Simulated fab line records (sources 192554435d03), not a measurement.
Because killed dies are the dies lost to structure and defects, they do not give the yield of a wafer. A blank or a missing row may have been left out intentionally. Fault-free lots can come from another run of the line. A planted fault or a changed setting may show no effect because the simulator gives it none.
Split-lot experiment | flow n5Finfet | on a route of 1938 steps: 7 lots, 39 wafers read

ON THE SPLIT
At N5_MOL_CONTACT_COAG_CVD_140 (deposits W, target thk 66.5 nm, time 215 s), the setting targetThkA was moved away from the recipe's 665 angstrom on 15 of the 39 wafers read, by -37.0% to +50.2%. This setting was run at the recipe's value on the other wafers.

Reading taken at the split's own step.

THE READING
W_of_MOL_CONTACT_COAG_CVD_140.thkNm (the simulator's own value, which no gauge read), in nm, at N5_MOL_CONTACT_COAG_CVD_140 (deposits W, target thk 66.5 nm, time 215 s). The file does not state a usual value for it. Here, 24 wafers ran the recipe; their average is 66.6 nm with a standard deviation of 0.8 nm.

wafer  | tool, chamber at the split | targetThkA as run, angstrom | against the recipe | W_of_MOL_CONTACT_COAG_CVD_140.thkNm, nm | against lot-mates on the recipe
L075.1 | cvdW-01, 0                 | 665                         | recipe             | 65.6                                    | -
L075.3 | cvdW-01, 0                 | 665                         | recipe             | 65.6                                    | -
L075.2 | cvdW-01, 1                 | 998.9                       | +50.2%             | 99.8                                    | +33.9
L075.4 | cvdW-01, 1                 | 665                         | recipe             | 66.6                                    | -
L075.5 | cvdW-01, 0                 | 998.9                       | +50.2%             | 99.4                                    | +33.5
L075.6 | cvdW-01, 1                 | 998.9                       | +50.2%             | 99.6                                    | +33.7
L082.1 | cvdW-02, 0                 | 665                         | recipe             | 66.4                                    | -
L082.2 | cvdW-02, 1                 | 665                         | recipe             | 66.6                                    | -
L082.5 | cvdW-02, 1                 | 665                         | recipe             | 66.6                                    | -
L082.3 | cvdW-02, 1                 | 419.1                       | -37.0%             | 42.4                                    | -24.1
L082.4 | cvdW-02, 0                 | 419.1                       | -37.0%             | 42.6                                    | -23.9
L082.6 | cvdW-02, 0                 | 419.1                       | -37.0%             | 42.2                                    | -24.3
L084.1 | cvdW-02, 1                 | 665                         | recipe             | 68                                      | -
L084.2 | cvdW-02, 1                 | 665                         | recipe             | 67.4                                    | -
L084.3 | cvdW-02, 1                 | 665                         | recipe             | 67                                      | -
L084.4 | cvdW-02, 1                 | 665                         | recipe             | 67                                      | -
L084.6 | cvdW-02, 1                 | 665                         | recipe             | 67                                      | -
L084.5 | cvdW-02, 1                 | 665                         | recipe             | 67.6                                    | -
L085.1 | cvdW-02, 0                 | 771.4                       | +16.0%             | 77                                      | +9.9
L085.2 | cvdW-02, 1                 | 665                         | recipe             | 67.2                                    | -
L085.5 | cvdW-02, 1                 | 665                         | recipe             | 67.2                                    | -
L085.3 | cvdW-02, 1                 | 665                         | recipe             | 67                                      | -
L085.4 | cvdW-02, 0                 | 771.4                       | +16.0%             | 77.2                                    | +10.1
L085.6 | cvdW-02, 0                 | 771.4                       | +16.0%             | 77.2                                    | +10.1
L092.1 | cvdW-01, 0                 | 665                         | recipe             | 65.6                                    | -
L092.5 | cvdW-01, 0                 | 665                         | recipe             | 65.2                                    | -
L092.6 | cvdW-01, 1                 | 665                         | recipe             | 66                                      | -
L076.1 | cvdW-02, 0                 | 896                         | +34.7%             | 89.6                                    | +22.5
L076.2 | cvdW-02, 1                 | 665                         | recipe             | 67.4                                    | -
L076.3 | cvdW-02, 1                 | 896                         | +34.7%             | 91                                      | +23.9
L076.4 | cvdW-02, 0                 | 665                         | recipe             | 66.2                                    | -
L076.5 | cvdW-02, 0                 | 896                         | +34.7%             | 88.6                                    | +21.5
L076.6 | cvdW-02, 1                 | 665                         | recipe             | 67.6                                    | -
L096.1 | cvdW-02, 1                 | 919.2                       | +38.2%             | 92.6                                    | +27.0
L096.2 | cvdW-02, 0                 | 665                         | recipe             | 65.6                                    | -
L096.3 | cvdW-02, 1                 | 919.2                       | +38.2%             | 91.4                                    | +25.8
L096.4 | cvdW-02, 0                 | 665                         | recipe             | 66                                      | -
L096.5 | cvdW-02, 1                 | 919.2                       | +38.2%             | 91.6                                    | +26.0
L096.6 | cvdW-02, 0                 | 665                         | recipe             | 65.2                                    | -

FIT RESULTS
A straight line over all 39 wafers: W_of_MOL_CONTACT_COAG_CVD_140.thkNm changes by +0.659 nm for each +1% of targetThkA; r = +1.00; the points scatter about the line by 0.73 nm.
The same after taking each lot's own level away (the mean of its wafers on the recipe; 39 wafers): +0.665 nm for each +1%; r = +1.00; scatter 0.57 nm.
Per that fit: largest targetThkA move, reading shift of 33 nm.
Across the lots, their own levels run from 65.60 to 67.33 nm, a range of 2.2 times the standard deviation given above.
The two slopes are in agreement: the lot-to-lot level therefore moves the slope only a little.
Check: +33.4 nm against its lot-mates is what the line predicts for one of the wafers moved furthest among these (+50.2%) when that wafer is left out of the fit. Against them it came out at +33.9 nm.

THE OTHER SPLITS THESE WAFERS WENT THROUGH
Note: prior to the reading, these wafers also went through further splits. Each is held against what the fit with the lots' levels taken away leaves over:
other split on the same wafers        | wafers away from the commonest value | r with W_of_MOL_CONTACT_COAG_CVD_140.thkNm (lot level and that fit taken away)
N5_ZERO_LAYER_DEVELOP_10 developTimeS | 12                                   | -0.07
N5_DUMMY_GATE_ETCH_32 timeS           | 9                                    | +0.05
N5_HKMG_FIN_ETCH_67 targetDepthA      | 18                                   | -0.16

THE WHOLE CHAIN: every reading that the file lists as answering this split, in the file's order
step                        | what it does                                                    | reading                                                                              | change (the file's fit)                                                          | r (the file's)
N5_MOL_CONTACT_COAG_CVD_140 | deposits W, target thk 66.5 nm, time 215 s                      | W_of_MOL_CONTACT_COAG_CVD_140.thkNm (the simulator's own value, which no gauge read) | +0.666 nm for each +1% of the setting                                            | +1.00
N5_MOL_CONTACT_COAG_CMP_52  | polishes, stops on SiO2, t overpolish 1.5 s, target thk 66.5 nm | W_of_MOL_CONTACT_COAG_CVD_140.thkNm (the simulator's own value, which no gauge read) | not straight: 42.4 at the lowest setting, 66.42 at the recipe, 66 at the highest | not given

THE FILE'S OWN FIT
W_of_MOL_CONTACT_COAG_CVD_140.thkNm changes by +0.666 nm for each +1% of targetThkA, r = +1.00.
